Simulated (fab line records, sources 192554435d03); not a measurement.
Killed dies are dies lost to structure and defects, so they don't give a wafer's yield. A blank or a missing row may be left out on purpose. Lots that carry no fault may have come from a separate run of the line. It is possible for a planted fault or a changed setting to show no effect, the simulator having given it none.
A struck lot beside a sound one + flow n5-finfet + 37 out of 1938 route steps
Sound: wafers L970.2, L970.5, L970.6. The struck wafers were L975.2, L975.4, L975.5. Last of all comes the cause.
Per side, at each step with rows, come the tool, then ch with its chambers, and then its first start. Under that, the readings that differ: sound wafers + struck wafers + difference of the means + sigmas: that difference in standard deviations of wafers without a fault.
alike: same words and numbers on both sides, and readings whose means sit less than 2 such deviations apart. not compared: any withheld reading, any reading some wafer has no value for, any bound like >300 that may hide the same value, and any number with overlapping values for which the record gives no deviation.
The two part at a step that has a row with sigmas, a row that says differs or no value, or rows on one side only. When numbers do not overlap yet have no deviation, they are printed without sigmas and do not part them. A reading missing from all wafers of one side parts the sides only when that side holds two or more wafers.

first, 9 steps without rows for these wafers: N5_BEOL_M4_ANNEAL_95 (time 240 s); N5_BEOL_M4_SPUTTER_96 (material Cu, target thk 4.5 nm, time 8.29 s); N5_BEOL_M4_ECD_50 (material Cu, target thk 300 nm); N5_BEOL_M4_ANNEAL_51 (time 90 s); N5_BEOL_M4_CMP_52 (polishes, stops on SiOC, t overpolish 6.8 s, target thk 40 nm); N5_BEOL_M4_PRE_CLEAN_60 (time 15 s); N5_BEOL_M4_CO_CAP_55 (material Co, precursor CCTBA/H2, target thk 2 nm, time 102.1 s); N5_BEOL_M4_PRE_CLEAN_56 (time 15 s); N5_BEOL_M4_DEP_57 (deposits SiCN from 3MS/NH3, target thk 8 nm, time 14 s).
N5_BEOL_M4_RC_MEAS_101:
  sound on prober-02 ch 0, day 10 18:28; struck on prober-02 ch 0, day 12 03:12
  alike: DIBL_N, DIBL_P, IOFF_N, IOFF_P, ION_N, ION_P, SS_N, SS_P, VT_N, VT_P
then, 24 steps without rows for these wafers: N5_BEOL_M5_ILD_DEP_00 (deposits SiCOH lowk from DEMS/porogen, target thk 140.64 nm, time 25.9 s); N5_BEOL_M5_CURE_79 (cures SiCOH lowk, time 240 s); N5_BEOL_M5_PECVD_70 (deposits SiO2 from TEOS/O2, target thk 16 nm, time 18 s); N5_BEOL_M5_HM_DEP_02 (deposits TiN, target thk 20 nm); N5_BEOL_M5_COAT_59 (time 60 s, resist thk 60 nm); N5_BEOL_M5_COAT_60 (time 60 s, resist thk 12 nm); N5_BEOL_M5_COAT_71 (time 60 s, resist thk 5 nm); N5_BEOL_M5_COAT_05 (resist thk 30 nm); N5_BEOL_M5_EBR_07; N5_BEOL_M5_SOFTBAKE_06 (time 60 s); N5_BEOL_M5_EXPOSE_08 (exposes mask M5, target cd 28 nm); N5_BEOL_M5_PEB_09 (peb time 60 s); N5_BEOL_M5_DEVELOP_10 (develop time 30 s); N5_BEOL_M5_DESCUM_16 (chemistry O2, time 7 s); N5_BEOL_M5_ETCH_72 (etches underlayer in N2/H2, target depth 6.5 nm, time 5.2 s); N5_BEOL_M5_ETCH_61 (etches SiARC in CF4, target depth 15.6 nm, time 26 s); N5_BEOL_M5_ETCH_62 (etches SOC in N2/H2, target depth 75 nm, overetch 15 nm, time 112.5 s); N5_BEOL_M5_STRIP_63 (strips in N2/H2); N5_BEOL_M5_STRIP_73 (strips in N2/H2); N5_BEOL_M5_STRIP_64 (strips in CF4); N5_BEOL_M5_HM_OPEN_17 (chemistry Cl2/BCl3, target TiN, target depth 20 nm, overetch 6 nm); N5_BEOL_M5_STRIP_19 (strips in O2); N5_BEOL_M5_COAT_65 (time 60 s, resist thk 60 nm); N5_BEOL_M5_COAT_66 (time 60 s, resist thk 12 nm).
N5_BEOL_M8_ECD_50: material Cu, target thk 300 nm.
  sound on ecd-cu-01 ch 0,1, day 12 17:29; struck on ecd-cu-01 ch 0,1, day 13 19:55
N5_BEOL_M8_CMP_52: polishes, stops on SiCOH lowk, t overpolish 6.9 s, target thk 80 nm.
  sound on cmp-04 ch 1,2, day 12 17:56; struck on cmp-04 ch 0,2,3, day 13 20:23
| reading                | sound    | struck | difference | sigmas |
|------------------------|----------|--------|------------|--------|
| time-to-endpoint-s (s) | 63 62 65 | 2 2 4  | -61        | -19    |
  alike: motor-current-A
-- here the record skips 3 days between the struck wafers' starts before and after, leaving off in module BEOL_M8 and picking up in module PASSIVATION (first step shown: number 1936 of the route) --
N5_PASSIVATION_PROBE_49:
  record: rows for the struck wafers here (prober-02, day 17 02:28), none for the sound ones

WHERE THEY PART
At N5_BEOL_M8_CMP_52 first; at N5_PASSIVATION_PROBE_49 last (within this record only).

WHY: whatever the simulator had introduced
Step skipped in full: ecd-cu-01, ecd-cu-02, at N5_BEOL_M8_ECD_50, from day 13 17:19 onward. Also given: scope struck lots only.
